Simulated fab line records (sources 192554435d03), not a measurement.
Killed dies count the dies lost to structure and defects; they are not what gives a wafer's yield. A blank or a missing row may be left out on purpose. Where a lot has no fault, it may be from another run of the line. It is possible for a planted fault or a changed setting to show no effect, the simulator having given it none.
Lot-split experiment    flow n5-finfet    21 wafers read across 7 lots, on a route 1938 steps long

## ABOUT THE SPLIT
At N5_BEOL_M9_COAT_22 (resist thk 30 nm), the setting spin-rpm was moved away from the recipe's 1500 rpm on 8 of the 21 wafers read, by -9.7% to +11.2%. All remaining wafers had this setting at the recipe value.

## FROM THE SPLIT TO THE READING: what the file shows between them, 6 steps
- N5_BEOL_M9_EBR_24
- N5_BEOL_M9_SOFTBAKE_23: time 60 s
- N5_BEOL_M9_EXPOSE_25: exposes mask V8
- N5_BEOL_M9_PEB_26: peb time 60 s
- N5_BEOL_M9_DEVELOP_27: develop time 30 s
- N5_BEOL_M9_DESCUM_33: chemistry O2, time 7 s

## THE READING
CAR-EUV_of_BEOL_M9_COAT_22.thk-nm (the simulator's own value, which no gauge read), in nm, at N5_BEOL_M9_ETCH_76 (etches underlayer in N2/H2, target depth 6.5 nm, time 5.2 s). The file does not state a usual value for it. The 13 wafers here that ran the recipe average 20.3 nm, standard deviation 0.12 nm.

wafer   tool, chamber at the split  spin-rpm as run, rpm  against the recipe  CAR-EUV_of_BEOL_M9_COAT_22.thk-nm, nm  against lot-mates on the recipe
L075.1  litho-track-03, 0           1619                  +7.9%               19.4                                   -1.0
L075.5  litho-track-03, 0           1619                  +7.9%               19.4                                   -1.0
L075.6  litho-track-03, 0           1500                  recipe              20.4                                   -
L077.3  litho-track-05, 0           1500                  recipe              20.4                                   -
L077.6  litho-track-05, 0           1500                  recipe              20.4                                   -
L077.5  litho-track-05, 0           1417                  -5.5%               21.4                                   +1.0
L080.1  litho-track-03, 0           1500                  recipe              20.4                                   -
L080.5  litho-track-03, 0           1500                  recipe              20.4                                   -
L080.6  litho-track-03, 0           1500                  recipe              20.4                                   -
L084.2  litho-track-05, 0           1500                  recipe              20.4                                   -
L084.3  litho-track-05, 0           1500                  recipe              20.2                                   -
L084.5  litho-track-05, 0           1500                  recipe              20.2                                   -
L085.1  litho-track-05, 0           1355                  -9.7%               21.8                                   +1.6
L085.2  litho-track-05, 0           1355                  -9.7%               21.8                                   +1.6
L085.6  litho-track-05, 0           1500                  recipe              20.2                                   -
L089.3  litho-track-02, 0           1500                  recipe              20.2                                   -
L089.5  litho-track-02, 0           1631                  +8.7%               19                                     -1.2
L089.6  litho-track-02, 0           1631                  +8.7%               19                                     -1.2
L097.1  litho-track-03, 0           1500                  recipe              20.2                                   -
L097.2  litho-track-03, 0           1668                  +11.2%              19                                     -1.4
L097.6  litho-track-03, 0           1500                  recipe              20.6                                   -

FIT RESULTS
A straight line over all 21 wafers: CAR-EUV_of_BEOL_M9_COAT_22.thk-nm changes by -0.142 nm for each +1% of spin-rpm; r = -0.98; the points scatter about the line by 0.14 nm.
The same after taking each lot's own level away (the mean of its wafers on the recipe; 21 wafers): -0.145 nm for each +1%; r = -0.99; scatter 0.12 nm.
According to that fit, moving spin-rpm by its largest amount changes the reading by 1.6 nm.
From 20.20 to 20.40 nm: that is the span of the lots' own levels, equal to 1.7 times the standard deviation above.
The two slopes agree, so the slope changes little with the lot-to-lot level.
Check: -1.61 nm against its lot-mates is what the line predicts for one of the wafers moved furthest among these (+11.2%) when that wafer is left out of the fit. Against them it came out at -1.4 nm.

## THE OTHER SPLITS THESE WAFERS WENT THROUGH
These wafers also went through other splits before the reading. Each is held against what the fit with the lots' levels taken away leaves over:
other split on the same wafers  wafers away from the commonest value  r with CAR-EUV_of_BEOL_M9_COAT_22.thk-nm (lot level and that fit taken away)
N5_BEOL_M5_COAT_22 spin-rpm     6                                     -0.09
N5_BEOL_M7_COAT_71 spin-rpm     4                                     +0.06
N5_BEOL_M7_COAT_22 spin-rpm     7                                     -0.06
N5_BEOL_M8_EXPOSE_25 dose-mj    7                                     -0.07
N5_BEOL_M8_DESCUM_33 time-s     8                                     +0.44
N5_BEOL_M9_ETCH_62 time-s       7                                     +0.12

## THE WHOLE CHAIN: every reading that the file lists as answering this split, in the file's order
step                   what it does                                                 reading                                                                             change (the file's fit)                r (the file's)
N5_BEOL_M9_COAT_22     resist thk 30 nm                                             CAR-EUV_of_BEOL_M9_COAT_22.thk-nm (the simulator's own value, which no gauge read)  -0.157 nm for each +1% of the setting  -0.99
N5_BEOL_M9_DEVELOP_27  develop time 30 s                                            CAR-EUV_of_BEOL_M9_COAT_22.thk-nm (the simulator's own value, which no gauge read)  -0.152 nm for each +1% of the setting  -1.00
N5_BEOL_M9_ETCH_76     etches underlayer in N2/H2, target depth 6.5 nm, time 5.2 s  CAR-EUV_of_BEOL_M9_COAT_22.thk-nm (the simulator's own value, which no gauge read)  -0.142 nm for each +1% of the setting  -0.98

## THE FILE'S OWN FIT
CAR-EUV_of_BEOL_M9_COAT_22.thk-nm changes by -0.142 nm for each +1% of spin-rpm, r = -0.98.
